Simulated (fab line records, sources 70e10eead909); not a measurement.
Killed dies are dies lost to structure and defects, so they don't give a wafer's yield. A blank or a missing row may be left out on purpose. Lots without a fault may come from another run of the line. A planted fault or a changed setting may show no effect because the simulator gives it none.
fab line records | flow nand_harc
record lots=6 wafers=18 last_day=24
route steps=1159 shown P_GATE@205 P_CONTACT@217
lots that met no fault: from a run of the same line without faults
start_h: hours from the record's first day to the start of the lot's first wafer shown | wait_h: hours since the lot's step before | " the same as in the row above | L1.1+2: a row that stands for several wafers | - no value, or no start given | * or withheld: withheld | < > ~ a bound
route shown NAME@n: a module of which the file shows steps, and the number in the route of the first | usual: mean/standard deviation of fault-free wafers | same: alike in all rows | chamber/n: place in a boat | sites: the reading at each site | _std_site: their standard deviation | _edge_site: outer sites' mean less inner sites' | radius_mm: how far each site lies from the wafer's centre | mask NAME#n: copy n | behind: the tool/chamber that last shaped the wafer | hold: why the lot was held/for how many hours/how that ended | device: the transistor (n, p or np) that didn't switch | end of line: the same wafers' tests at the end of the route | a step without rows: its recipe alone | killed: dies lost to structure and defects at the first sort, not the wafer's yield | map: a wafer's dies, x killed, . not, _ none there
set.NAME: the setting as run; set.NAME@STEP: as run at that earlier step | model.NAME: the simulator's own value behind a step, which no gauge read
lots at some steps of the route; a table a step, a row a wafer
services: from which hour (start_h, from the record's first day; less than 0 if before it) a tool's chamber was out of use, for how many hours, and why
## steps
# step NHARC_P_GATE_STRIP_95
# recipe power_w=1500 temp_c=250 chemistry=O2
# usual drypump_motor_current_A=5.9/0.4 heater_power_w=366/19
# columns lot.wafer tool chamber start_h wait_h drypump_motor_current_A heater_power_w rf_hours_counter_h
L820.4 plasma_asher-02 0 124.00 0.4 5.6 354 -
L820.3 " 1 " " 6.3 372 -
L820.5 " 0 " " 5.6 358 -
L823.1 plasma_asher-01 1 145.96 0.5 6.2 352 10
L823.6 " 0 " " 5.2 310 -
L823.5 " 1 " " 6.2 352 -
L829.2 plasma_asher-02 1 195.69 0.6 6.3 369 4
L829.4 " 1 " " 6.4 377 -
L829.6 " 0 " " 5.6 390 -
L833.2 plasma_asher-02 0 208.47 0.6 5.6 382 16
L833.4 " 0 " " 5.6 391 -
L833.6 " 1 " " 6.4 369 -
L835.2 plasma_asher-02 1 213.87 0.5 6.3 364 21
L835.5 " 0 " " 5.6 399 -
L835.6 " 1 " " 6.4 366 -
L836.2 plasma_asher-02 1 220.96 0.6 6.3 369 27
L836.5 " 1 " " 6.3 372 -
L836.6 " 0 " " 5.6 380 -
# step NHARC_P_GATE_STRIP_96
# recipe time_s=900 temp_c=130 chemistry=SPM
# step NHARC_P_GATE_RTA_64
# recipe temp_c=1050 time_s=1
# usual anneal_temp_c_max=1054.7/0.94 lamp_power_pct=30.6/0.85 lamp_zone_3_pct=30.6/0.85 wafer_temp_C_max=1054.2/1.3
# columns lot.wafer tool chamber start_h wait_h anneal_temp_c_max lamp_power_pct lamp_zone_3_pct wafer_temp_C_max
L820.3 rtp_anneal-02 0 124.59 - 1056.2 29.7 29.7 1053.8
L820.4 " 0 " " 1056.3 29.8 29.8 1052.0
L820.5 " 0 " " 1056.0 29.8 29.7 1052.9
L823.1 rtp_anneal-01 0 146.51 - 1055.3 31.5 31.5 1054.6
L823.5 " 0 " " 1054.0 31.5 31.5 1055.7
L823.6 " 0 " " 1054.8 31.5 31.5 1056.3
L829.2 rtp_anneal-02 0 196.28 - 1055.7 29.7 29.8 1052.9
L829.4 " 0 " " 1055.0 29.8 29.8 1053.2
L829.6 " 0 " " 1053.9 29.8 29.8 1052.8
L833.2 rtp_anneal-01 0 209.06 - 1054.7 31.4 31.5 1054.5
L833.4 " 0 " " 1054.9 31.5 31.5 1054.9
L833.6 " 0 " " 1053.9 31.5 31.5 1055.9
L835.2 rtp_anneal-01 0 214.45 - 1053.0 31.5 31.5 1056.1
L835.5 " 0 " " 1054.2 31.5 31.5 1053.6
L835.6 " 0 " " 1053.2 31.5 31.5 1056.5
L836.2 rtp_anneal-01 0 221.64 - 1053.7 31.5 31.5 1053.4
L836.5 " 0 " " 1054.1 31.5 31.5 1056.9
L836.6 " 0 " " 1055.5 31.6 31.5 1056.3
# step NHARC_P_GATE_ETCH_77
# recipe target_depth_a=60 chemistry=dHF material=SiO2
# step NHARC_P_GATE_DEGAS_109
# recipe temp_c=300 time_s=60
# usual heater_power_w=472/57
# columns lot.wafer tool chamber start_h wait_h heater_power_w
L820.3 pvd_sputter-03 - 124.84 0.1 381
L820.4 " - " " 520
L820.5 " - " " 473
L823.1 pvd_sputter-03 - 146.84 0.1 409
L823.5 " - " " 392
L823.6 " - " " 486
L829.4 pvd_sputter-03 - 196.56 0.1 387
L829.2 " - " " 485
L829.6 " - " " 402
L833.4 pvd_sputter-02 - 209.34 0.1 535
L833.2 " - " " 489
L833.6 " - " " 498
L835.2 pvd_sputter-01 - 214.74 0.1 389
L835.5 " - " " 536
L835.6 " - " " 508
L836.2 pvd_sputter-01 - 221.93 0.1 392
L836.5 " - " " 545
L836.6 " - " " 501
# step NHARC_P_GATE_PRE_CLEAN_110
# recipe time_s=30 bias_v=200 gas=Ar
# step NHARC_P_GATE_SPUTTER_78
# recipe target_thk_a=100 material=Ni
# step NHARC_P_GATE_SPUTTER_79
# recipe target_thk_a=100 material=TiN
# step NHARC_P_GATE_RTA_80
# recipe temp_c=300 time_s=30
# step NHARC_P_GATE_STRIP_67
# recipe time_s=600 temp_c=130 chemistry=SPM
# step NHARC_P_GATE_RTA_82
# recipe temp_c=450 time_s=30
# usual anneal_temp_c_max=452.0/0.57 lamp_power_pct=3.57/0.098 lamp_zone_3_pct=3.57/0.098 wafer_temp_C_max=451.7/0.61
# columns lot.wafer tool chamber start_h wait_h anneal_temp_c_max lamp_power_pct lamp_zone_3_pct wafer_temp_C_max
L820.3 rtp_anneal-01 0 125.65 - 451.4 3.68 3.69 451.9
L820.4 " 0 " " 451.3 3.69 3.69 452.1
L820.5 " 0 " " 451.2 3.68 3.69 452.5
L823.1 rtp_anneal-02 0 147.59 - 452.3 3.49 3.49 451.2
L823.5 " 0 " " 452.2 3.49 3.48 451.5
L823.6 " 0 " " 452.3 3.49 3.49 451.2
L829.2 rtp_anneal-01 0 197.34 - 451.8 3.69 3.69 452.8
L829.4 " 0 " " 452.0 3.69 3.69 452.6
L829.6 " 0 " " 451.9 3.69 3.68 452.7
L833.2 rtp_anneal-02 0 210.14 - 452.4 3.49 3.49 451.5
L833.4 " 0 " " 452.6 3.49 3.48 451.5
L833.6 " 0 " " 452.3 3.49 3.49 451.6
L835.2 rtp_anneal-01 0 215.51 - 451.7 3.69 3.69 452.3
L835.5 " 0 " " 451.6 3.69 3.68 452.2
L835.6 " 0 " " 451.1 3.69 3.69 451.7
L836.2 rtp_anneal-02 0 222.71 - 451.7 3.49 3.49 451.4
L836.5 " 0 " " 451.7 3.49 3.49 451.5
L836.6 " 0 " " 452.2 3.49 3.49 451.3
# step NHARC_P_GATE_INSPECT_68
# usual raw_defect_count=201/75
# columns lot.wafer tool chamber start_h wait_h raw_defect_count
L820.3 defect_inspect-02 - 125.79 0.1 223
L820.4 " - " " 204
L820.5 " - " " 109
L823.1 defect_inspect-01 - 147.79 0.2 325
L823.5 " - " " 475
L823.6 " - " " 379
L829.2 defect_inspect-02 - 197.51 0.1 180
L829.4 " - " " 198
L829.6 " - " " 299
L833.2 defect_inspect-01 - 210.31 0.1 271
L833.4 " - " " 266
L833.6 " - " " 206
L835.2 defect_inspect-02 - 215.68 0.1 211
L835.5 " - " " 163
L835.6 " - " " 141
L836.2 defect_inspect-01 - 222.88 0.1 172
L836.5 " - " " 199
L836.6 " - " " 140
# step NHARC_P_CONTACT_DEP_30
# recipe target_thk_a=300 temp_c=400 target_thk_nm=30 flow_sccm=200 rf_w=450 material=SiNx
# usual heater_power_w=700/70 rf_fwd_power_W=448.7/1.4
# columns lot.wafer tool chamber start_h wait_h heater_power_w rf_fwd_power_W
L820.3 pecvd-04 2 125.89 0.1 691 449.0
L820.5 " 2 " " 684 449.5
L820.4 " 0 " " 706 449.0
L823.1 pecvd-04 2 147.86 0.1 743 448.3
L823.5 " 0 " " 704 451.2
L823.6 " 1 " " 599 450.6
L829.2 pecvd-01 2 197.58 0.1 603 446.7
L829.6 " 2 " " 618 449.2
L829.4 " 0 " " 624 451.1
L829.2 pecvd-01 2 198.04 - 595 448.0
L829.6 " 2 " " 608 449.5
L829.4 " 0 " " 624 449.8
L833.2 pecvd-04 0 210.37 0.1 720 447.1
L833.4 " 0 " " 735 446.2
L833.6 " 2 " " 696 448.2
L833.2 pecvd-04 0 210.84 - 723 449.3
L833.4 " 0 " " 728 448.8
L833.6 " 2 " " 670 446.7
L835.2 pecvd-04 2 215.78 0.1 775 448.2
L835.6 " 1 " " 654 446.8
L835.5 " 2 " " 744 447.8
L836.2 pecvd-04 2 222.98 0.1 703 449.7
L836.6 " 1 " " 587 447.5
L836.5 " 2 " " 711 450.9
# step NHARC_P_CONTACT_DEP_00
# recipe target_thk_a=5000 temp_c=400 pressure_torr=6.5 rf_w=900 teos_flow_sccm=161.4 flow_sccm=2650 target_thk_nm=500 gas=O2 material=SiO2
# usual chamber_pressure_Torr=6.501/0.015 heater_power_w=550/74 rf_fwd_power_W=897.4/2.5 throttle_valve_pct=15.8/0.62
# columns lot.wafer tool chamber start_h wait_h chamber_pressure_Torr heater_power_w rf_fwd_power_W throttle_valve_pct
L820.3 pecvd-04 2 - - 6.527 539 894.7 17.0
L820.5 " 2 " " 6.509 574 896.7 16.9
L820.4 " 0 " " 6.499 590 892.6 15.3
L823.1 pecvd-04 2 - - 6.499 509 901.5 17.0
L823.5 " 0 " " 6.484 585 893.8 15.5
L823.6 " 1 " " 6.494 524 894.6 15.3
L829.2 pecvd-01 2 - - 6.491 571 895.7 16.3
L829.6 " 2 " " 6.518 429 894.0 16.5
L829.4 " 0 " " 6.502 474 898.2 16.3
L833.2 pecvd-04 0 - - 6.528 515 897.6 14.8
L833.4 " 0 " " 6.510 540 897.7 14.8
L833.6 " 2 " " 6.481 601 893.4 16.4
L835.2 pecvd-04 2 - - 6.507 658 893.5 16.8
L835.6 " 1 " " 6.519 511 897.9 15.0
L835.5 " 2 " " 6.512 501 894.2 16.8
L836.2 pecvd-04 2 - - 6.510 659 899.1 16.6
L836.6 " 1 " " 6.465 372 895.3 15.1
L836.5 " 2 " " 6.485 652 901.6 16.8
## services
# columns tool chamber start_h hours kind
pvd_sputter-03 - 102.00 10.0 pm
plasma_asher-02 - 103.02 0.3 repair
plasma_asher-01 0 108.62 - clean
plasma_asher-01 1 108.62 - clean
plasma_asher-01 - 150.85 83.2 repair
pvd_sputter-01 - 158.06 10.0 pm
pvd_sputter-02 - 167.76 0.7 repair
plasma_asher-02 - 183.03 9.0 pm
plasma_asher-02 0 183.03 9.0 vent_cycle
plasma_asher-02 1 183.03 9.0 vent_cycle
plasma_asher-02 0 192.03 - clean
plasma_asher-02 1 192.03 - clean
pecvd-04 - 195.00 13.0 pm
pecvd-04 0 195.00 13.0 vent_cycle
pecvd-04 1 195.00 13.0 vent_cycle
pecvd-04 2 195.00 13.0 vent_cycle
pecvd-04 0 208.00 - clean
pecvd-04 1 208.00 - clean
pecvd-04 2 208.00 - clean
pvd_sputter-01 - 210.20 3.8 repair
pvd_sputter-02 - 214.00 10.0 pm
## key
first_sign step=NHARC_P_CONTACT_DEP_30 reading=visit direction=added
effect none on later readings
met_at NHARC_P_CONTACT_DEP_30
struck_wafers L829.2,L829.4,L829.6,L833.2,L833.4,L833.6
sort_left_out L829.2,L829.4,L829.6,L833.2,L833.4,L833.6
tester_left_out L829,L833
fault kind=repeated_step_whole tool=pecvd-01,pecvd-02,pecvd-04 chamber=- onset_h=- steps=NHARC_P_CONTACT_DEP_30 times=1 scope=struck_lots_only
# tester_left_out: of these lots the tester's yield and bins aren't shown, on N5 and GAA mostly nor the transistor test; their killed dies are dies lost to structure and defects alone, not to doping, threshold or leakage, so they don't give the yield
# sort_left_out: the simulated sort isn't trusted on such a fault, so these wafers' sort isn't shown, and their yield isn't known
